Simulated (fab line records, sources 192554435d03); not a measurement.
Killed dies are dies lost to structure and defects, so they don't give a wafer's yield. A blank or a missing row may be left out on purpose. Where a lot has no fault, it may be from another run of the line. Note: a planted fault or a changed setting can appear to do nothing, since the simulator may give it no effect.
Struck lot and sound lot, side by side | flow n5-finfet | 37 steps out of a route of 1938
Sound: wafers L254.3, L254.4, L254.5. Wafers struck: L244.2, L244.4, L244.6. The cause comes at the end.
For every step that has rows: the tool of each side, followed by ch and its chambers, followed by its first start. Under that, the readings that differ: sound wafers | struck wafers | difference of the means | sigmas: that difference in standard deviations of wafers without a fault.
alike: readings with means less than 2 such deviations apart, plus words and numbers identical on both sides. not compared: withheld readings, readings lacking a value on some wafer, bounds such as >300 that could conceal the same value, and numbers that have no deviation in the record and whose values overlap.
A row with sigmas, a row that says differs or no value, or rows on one side alone: a step with any of these is where the two part. Numbers that don't overlap but have no deviation are shown without sigmas and don't part them. A reading that every wafer of one side lacks parts them only if that side has two wafers or more.

first, 9 steps without rows for these wafers: N5_BEOL_M4_ANNEAL_95 (time 240 s); N5_BEOL_M4_SPUTTER_96 (material Cu, target thk 4.5 nm, time 8.29 s); N5_BEOL_M4_ECD_50 (material Cu, target thk 300 nm); N5_BEOL_M4_ANNEAL_51 (time 90 s); N5_BEOL_M4_CMP_52 (polishes, stops on SiOC, t overpolish 6.8 s, target thk 40 nm); N5_BEOL_M4_PRE_CLEAN_60 (time 15 s); N5_BEOL_M4_CO_CAP_55 (material Co, precursor CCTBA/H2, target thk 2 nm, time 102.1 s); N5_BEOL_M4_PRE_CLEAN_56 (time 15 s); N5_BEOL_M4_DEP_57 (deposits SiCN from 3MS/NH3, target thk 8 nm, time 14 s).
N5_BEOL_M4_RC_MEAS_101:
  sound on prober-02 ch 0, day 13 09:37; struck on prober-02 ch 0, day 11 05:23
  alike: DIBL_N, DIBL_P, IOFF_N, IOFF_P, ION_N, ION_P, SS_N, SS_P, VT_N, VT_P
then, 24 steps without rows for these wafers: N5_BEOL_M5_ILD_DEP_00 (deposits SiCOH lowk from DEMS/porogen, target thk 140.64 nm, time 25.9 s); N5_BEOL_M5_CURE_79 (cures SiCOH lowk, time 240 s); N5_BEOL_M5_PECVD_70 (deposits SiO2 from TEOS/O2, target thk 16 nm, time 18 s); N5_BEOL_M5_HM_DEP_02 (deposits TiN, target thk 20 nm); N5_BEOL_M5_COAT_59 (time 60 s, resist thk 60 nm); N5_BEOL_M5_COAT_60 (time 60 s, resist thk 12 nm); N5_BEOL_M5_COAT_71 (time 60 s, resist thk 5 nm); N5_BEOL_M5_COAT_05 (resist thk 30 nm); N5_BEOL_M5_EBR_07; N5_BEOL_M5_SOFTBAKE_06 (time 60 s); N5_BEOL_M5_EXPOSE_08 (exposes mask M5, target cd 28 nm); N5_BEOL_M5_PEB_09 (peb time 60 s); N5_BEOL_M5_DEVELOP_10 (develop time 30 s); N5_BEOL_M5_DESCUM_16 (chemistry O2, time 7 s); N5_BEOL_M5_ETCH_72 (etches underlayer in N2/H2, target depth 6.5 nm, time 5.2 s); N5_BEOL_M5_ETCH_61 (etches SiARC in CF4, target depth 15.6 nm, time 26 s); N5_BEOL_M5_ETCH_62 (etches SOC in N2/H2, target depth 75 nm, overetch 15 nm, time 112.5 s); N5_BEOL_M5_STRIP_63 (strips in N2/H2); N5_BEOL_M5_STRIP_73 (strips in N2/H2); N5_BEOL_M5_STRIP_64 (strips in CF4); N5_BEOL_M5_HM_OPEN_17 (chemistry Cl2/BCl3, target TiN, target depth 20 nm, overetch 6 nm); N5_BEOL_M5_STRIP_19 (strips in O2); N5_BEOL_M5_COAT_65 (time 60 s, resist thk 60 nm); N5_BEOL_M5_COAT_66 (time 60 s, resist thk 12 nm).
-- record jumps: 2 days separate the struck wafers' starts on either side; left off in module BEOL_M5, taken up again in module BEOL_M9, whose first shown step is the route's number 1431 --
N5_BEOL_M9_EXPOSE_25: exposes mask V8.
  sound on euv-scanner-01 ch 0, day 15 07:06; struck on euv-scanner-02 ch 0, day 13 07:05
  reading              | sound             | struck            | difference | sigmas
  exposure-dose-mJ-cm2 | 37.17 37.10 37.14 | 26.31 26.36 26.26 | -10.83     | -99 or more
  alike: mask
N5_BEOL_M9_CD_MEAS_28 targets a cd of 70 nm.
  sound on cd-sem-02 ch 0, day 15 07:13; struck on cd-sem-01 ch 0, day 13 07:13
  reading    | sound             | struck            | difference | sigmas
  cd-nm (nm) | 69.44 69.59 69.86 | 59.38 59.83 59.76 | -9.97      | -37
-- here the record skips 3 days between the struck wafers' starts before and after, leaving off in module BEOL_M9 and picking up in module PASSIVATION (first step shown: number 1936 of the route) --
N5_PASSIVATION_PROBE_49:
  sound: prober-02 at day 17 22:15; struck: prober-01 at day 15 20:26
  reading                  | sound          | struck         | difference | sigmas
  defect-limited-yield (%) | 93.1 93.9 92.8 | 70.3 71.4 69.4 | -22.9      | -16
  killed_at_M0_to_M3       | 25 19 22       | 48 34 45       | +20        | +2
  killed_at_M4_up          | 11 17 13       | 244 241 255    | +233       | +42
  killed-dies              | 81 72 85       | 350 337 361    | +270       | +16
  killed-on-rim            | 13 6 16        | 94 98 104      | +87        | +22
  killed-open              | 60 40 48       | 79 76 74       | +27        | +2
  sort_bin_5_function (%)  | 3.8 3.1 4.7    | 25.2 25.5 26.2 | +21.8      | +23
  sort-n-pass              | 1099 1108 1095 | 830 843 819    | -270       | -16
  alike: killed-at-contacts, killed-at-front-end, killed-at-other, killed-short, sort_bin_6_memory, sort_bin_8_speed

== WHERE THEY PART ==
Earliest at N5_BEOL_M9_EXPOSE_25; latest, in this record, at N5_PASSIVATION_PROBE_49.

WHY: what the simulator had put in
Drift in process parameters on euv-scanner-02 at N5_BEOL_M9_EXPOSE_25, starting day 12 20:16. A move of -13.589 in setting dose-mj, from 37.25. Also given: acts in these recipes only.
